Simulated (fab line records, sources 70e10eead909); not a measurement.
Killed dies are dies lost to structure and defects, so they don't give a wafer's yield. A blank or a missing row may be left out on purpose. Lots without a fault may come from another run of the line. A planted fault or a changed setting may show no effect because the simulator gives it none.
fab line records | flow nand_harc
record lots=5 wafers=15 last_day=33
route steps=1302 shown P_GATE@170
lots that met no fault: from a run of the same line without faults
start_h: hours from the record's first day to the start of the lot's first wafer shown | wait_h: hours since the lot's step before | " the same as in the row above | L1.1+2: a row that stands for several wafers | - no value, or no start given | * or withheld: withheld | < > ~ a bound
route shown NAME@n: a module of which the file shows steps, and the number in the route of the first | usual: mean/standard deviation of fault-free wafers | same: alike in all rows | chamber/n: place in a boat | sites: the reading at each site | _std_site: their standard deviation | _edge_site: outer sites' mean less inner sites' | radius_mm: how far each site lies from the wafer's centre | mask NAME#n: copy n | behind: the tool/chamber that last shaped the wafer | hold: why the lot was held/for how many hours/how that ended | device: the transistor (n, p or np) that didn't switch | end of line: the same wafers' tests at the end of the route | a step without rows: its recipe alone | killed: dies lost to structure and defects at the first sort, not the wafer's yield | map: a wafer's dies, x killed, . not, _ none there
set.NAME: the setting as run; set.NAME@STEP: as run at that earlier step | model.NAME: the simulator's own value behind a step, which no gauge read
lots at some steps of the route; a table a step, a row a wafer
services: from which hour (start_h, from the record's first day; less than 0 if before it) a tool's chamber was out of use, for how many hours, and why
## steps
# step NHARC_P_GATE_CD_MEAS_46
# recipe target_cd_nm=720 landing_energy_ev=500
# usual cd_nm=719.8/1.1
# columns lot.wafer tool chamber start_h wait_h cd_nm
L706.2 cd_sem-02 0 125.80 - 719.8
L706.5 " 0 " " 720.2
L706.6 " 0 " " 720.0
L713.3 cd_sem-01 0 177.38 - 719.6
L713.4 " 0 " " 721.6
L713.6 " 0 " " 720.4
L722.1 cd_sem-02 0 276.50 - 722.7
L722.4 " 0 " " 721.5
L722.6 " 0 " " 721.4
L725.1 cd_sem-02 0 299.16 - 718.7
L725.3 " 0 " " 721.3
L725.5 " 0 " " 717.9
L728.2 cd_sem-03 0 330.36 - 718.7
L728.4 " 0 " " 718.6
L728.6 " 0 " " 720.3
# step NHARC_P_GATE_HARDBAKE_47
# recipe temp_c=125 time_s=80
# step NHARC_P_GATE_DESCUM_48
# recipe time_s=3 o2_flow_sccm=200 ar_flow_sccm=0 bias_power_w=0 chemistry=O2
# usual drypump_motor_current_A=5.6/0.48 oes_product_au=0.999/0.0072 rf_vpp_V=57.9/0.9 showerhead_plenum_p_Torr=1.95/0.081 throttle_valve_pct=11.312/0.0089
# columns lot.wafer tool chamber start_h wait_h drypump_motor_current_A oes_product_au rf_hours_counter_h rf_vpp_V showerhead_plenum_p_Torr throttle_valve_pct
L706.2 rie_diel-11 1 125.99 - 6.6 1.009 1.4 58.1 1.91 11.316
L706.5 " 3 " " 6.5 1.006 - 59.4 1.96 11.321
L706.6 " 0 " " 5.2 1.005 - 57.4 1.96 11.313
L713.3 rie_diel-09 3 177.54 - 5.9 0.980 0.4 58.3 2.00 11.301
L713.4 " 2 " " 4.8 0.995 0.4 58.1 2.02 11.326
L713.6 " 0 " " 5.5 0.987 - 58.4 1.96 11.314
L722.1 rie_diel-09 1 276.68 - 5.2 0.999 4.1 57.8 2.05 11.316
L722.4 " 2 " " 4.8 0.995 3.9 57.6 2.02 11.304
L722.6 " 1 " " 5.2 1.003 - 57.1 2.05 11.309
L725.1 rie_diel-08 2 299.33 - 5.5 0.991 8.1 57.8 1.80 11.308
L725.3 " 0 " " 6.0 1.003 6.7 57.7 1.79 11.318
L725.5 " 1 " " 5.2 0.997 - 58.0 2.04 11.302
L728.2 rie_diel-11 3 330.53 - 6.5 1.007 3.2 56.2 1.96 11.313
L728.4 " 1 " " 6.6 0.994 3.1 55.2 1.91 11.320
L728.6 " 2 " " 5.8 1.010 - 56.3 1.86 11.296
# step NHARC_P_GATE_IMPLANT_49
# recipe energy_kev=30 dose_cm2=3e+15 tilt_deg=7
# step NHARC_P_GATE_STRIP_111
# recipe power_w=1500 temp_c=110 time_s=250 chemistry=N2/H2
# usual drypump_motor_current_A=5.56/0.26 heater_power_w=87/7.9
# columns lot.wafer tool chamber start_h wait_h drypump_motor_current_A heater_power_w rf_hours_counter_h
L706.2 plasma_asher-01 1 126.38 0.2 5.17 83 27
L706.5 " 0 " " 5.60 95 -
L706.6 " 1 " " 5.18 81 -
L713.3 plasma_asher-02 1 178.00 0.2 5.68 96 -
L713.4 " 0 " " 5.86 81 -
L713.6 " 0 " " 5.88 81 -
L722.1 plasma_asher-02 0 277.09 0.2 5.84 87 3
L722.4 " 0 " " 5.85 86 -
L722.6 " 0 " " 5.89 82 -
L725.1 plasma_asher-01 0 299.69 0.2 5.61 93 29
L725.3 " 1 " " 5.14 78 -
L725.5 " 0 " " 5.59 93 -
L728.2 plasma_asher-02 1 330.93 0.2 5.66 98 13
L728.4 " 0 " " 5.82 82 -
L728.6 " 1 " " 5.67 96 -
# step NHARC_P_GATE_STRIP_75
# recipe power_w=1500 temp_c=250 chemistry=O2
# usual drypump_motor_current_A=5.56/0.27 heater_power_w=326/30
# columns lot.wafer tool chamber start_h wait_h drypump_motor_current_A heater_power_w rf_hours_counter_h
L706.2 plasma_asher-01 1 126.64 0.2 5.15 301 28
L706.5 " 0 " " 5.60 354 -
L706.6 " 1 " " 5.16 304 -
L713.3 plasma_asher-02 1 178.23 0.2 5.67 365 -
L713.4 " 0 " " 5.84 310 -
L713.6 " 0 " " 5.88 294 -
L722.1 plasma_asher-02 0 277.35 0.2 5.90 318 3
L722.4 " 0 " " 5.89 313 -
L722.6 " 0 " " 5.90 312 -
L725.1 plasma_asher-01 0 299.99 0.3 5.59 360 29
L725.3 " 1 " " 5.13 287 -
L725.5 " 0 " " 5.58 345 -
L728.2 plasma_asher-02 1 331.19 0.2 5.71 363 13
L728.4 " 0 " " 5.87 304 -
L728.6 " 1 " " 5.68 365 -
# step NHARC_P_GATE_STRIP_50
# recipe time_s=900 temp_c=130 chemistry=SPM
# step NHARC_P_GATE_DEHYDRATE_51
# recipe temp_c=150 time_s=120
# step NHARC_P_GATE_HMDS_52
# recipe time_s=30
# step NHARC_P_GATE_COAT_53
# recipe spin_rpm=3000
# step NHARC_P_GATE_SOFTBAKE_54
# recipe temp_c=122 time_s=95
# step NHARC_P_GATE_EBR_55
# step NHARC_P_GATE_EXPOSE_56
# recipe na=0.6 target_cd_nm=720 dose_mj=14.81 mask_id=P_PSD
# usual stage_vel_mm_s=499.98/0.25
# same na=0.6
# columns lot.wafer tool chamber start_h wait_h mask stage_vel_mm_s
L706.2 krf_scanner-01 0 127.40 - P_PSD#0 499.95
L706.5 " 0 " " P_PSD#0 499.87
L706.6 " 0 " " P_PSD#0 500.26
L713.3 krf_scanner-03 0 178.98 - P_PSD_R1#0 499.99
L713.4 " 0 " " P_PSD_R1#0 499.77
L713.6 " 0 " " P_PSD_R1#0 500.15
L722.1 krf_scanner-03 0 278.11 - P_PSD#0 500.23
L722.4 " 0 " " P_PSD#0 500.07
L722.6 " 0 " " P_PSD#0 499.88
L725.1 krf_scanner-01 0 300.77 - P_PSD#0 499.47
L725.3 " 0 " " P_PSD#0 499.55
L725.5 " 0 " " P_PSD#0 500.04
L728.2 krf_scanner-03 0 331.95 - P_PSD#0 500.11
L728.4 " 0 " " P_PSD#0 500.04
L728.6 " 0 " " P_PSD#0 499.63
# step NHARC_P_GATE_PEB_57
# recipe peb_temp_c=118 peb_time_s=85
# step NHARC_P_GATE_DEVELOP_58
# recipe time_s=70
# step NHARC_P_GATE_CD_MEAS_59
# recipe target_cd_nm=720 landing_energy_ev=500
# usual cd_nm=719.2/1.1
# columns lot.wafer tool chamber start_h wait_h cd_nm
L706.2 cd_sem-03 0 127.55 - 718.3
L706.5 " 0 " " 718.7
L706.6 " 0 " " 718.4
L713.3 cd_sem-01 0 179.13 - 791.7
L713.4 " 0 " " 791.5
L713.6 " 0 " " 792.0
L722.1 cd_sem-02 0 278.27 - 721.9
L722.4 " 0 " " 719.1
L722.6 " 0 " " 720.1
L725.1 cd_sem-01 0 300.93 - 721.0
L725.3 " 0 " " 718.3
L725.5 " 0 " " 719.0
L728.2 cd_sem-02 0 332.11 - 717.8
L728.4 " 0 " " 719.5
L728.6 " 0 " " 719.7
# step NHARC_P_GATE_HARDBAKE_60
# recipe temp_c=125 time_s=80
## services
# columns tool chamber start_h hours kind
plasma_asher-02 - 124.15 6.6 repair
krf_scanner-01 - 140.00 4.0 pm
rie_diel-09 - 143.11 9.0 pm
rie_diel-08 0 146.46 8.0 repair
plasma_asher-01 - 165.11 9.0 pm
krf_scanner-01 - 178.31 1.1 repair
rie_diel-09 0 186.43 3.3 repair
rie_diel-11 3 189.06 3.3 repair
rie_diel-08 - 190.80 9.0 pm
krf_scanner-03 - 194.59 0.2 repair
krf_scanner-03 - 224.00 4.0 pm
rie_diel-09 1 236.67 3.8 repair
plasma_asher-02 - 249.01 9.0 pm
plasma_asher-02 0 249.01 9.0 vent_cycle
rie_diel-09 0 255.07 1.9 repair
rie_diel-11 - 255.50 9.0 pm
rie_diel-08 - 261.46 0.5 repair
rie_diel-11 3 266.48 2.5 repair
rie_diel-09 3 279.01 10.7 repair
plasma_asher-02 - 280.38 1.2 repair
rie_diel-11 0 295.06 4.9 repair
krf_scanner-01 - 312.00 4.0 pm
rie_diel-09 - 320.11 9.0 pm
rie_diel-11 - 331.32 0.4 repair
## key
first_sign step=NHARC_P_GATE_EXPOSE_56 reading=mask direction=changed
effect step=NHARC_P_GATE_CD_MEAS_59 reading=cd_nm direction=up sigmas=64 usual=719.2 struck=791.7
met_at NHARC_P_GATE_EXPOSE_56
struck_wafers L713.3,L713.4,L713.6
sort_left_out L713.3,L713.4,L713.6
tester_left_out L713
fault kind=wrong_mask tool=any chamber=- onset_h=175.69 steps=NHARC_P_GATE_EXPOSE_56 aux_copy=P_PSD_R1#0 cd_offset_nm=73.365 scope=struck_lots_only
# tester_left_out: of these lots the tester's yield and bins aren't shown, on N5 and GAA mostly nor the transistor test; their killed dies are dies lost to structure and defects alone, not to doping, threshold or leakage, so they don't give the yield
# sort_left_out: the simulated sort isn't trusted on such a fault, so these wafers' sort isn't shown, and their yield isn't known
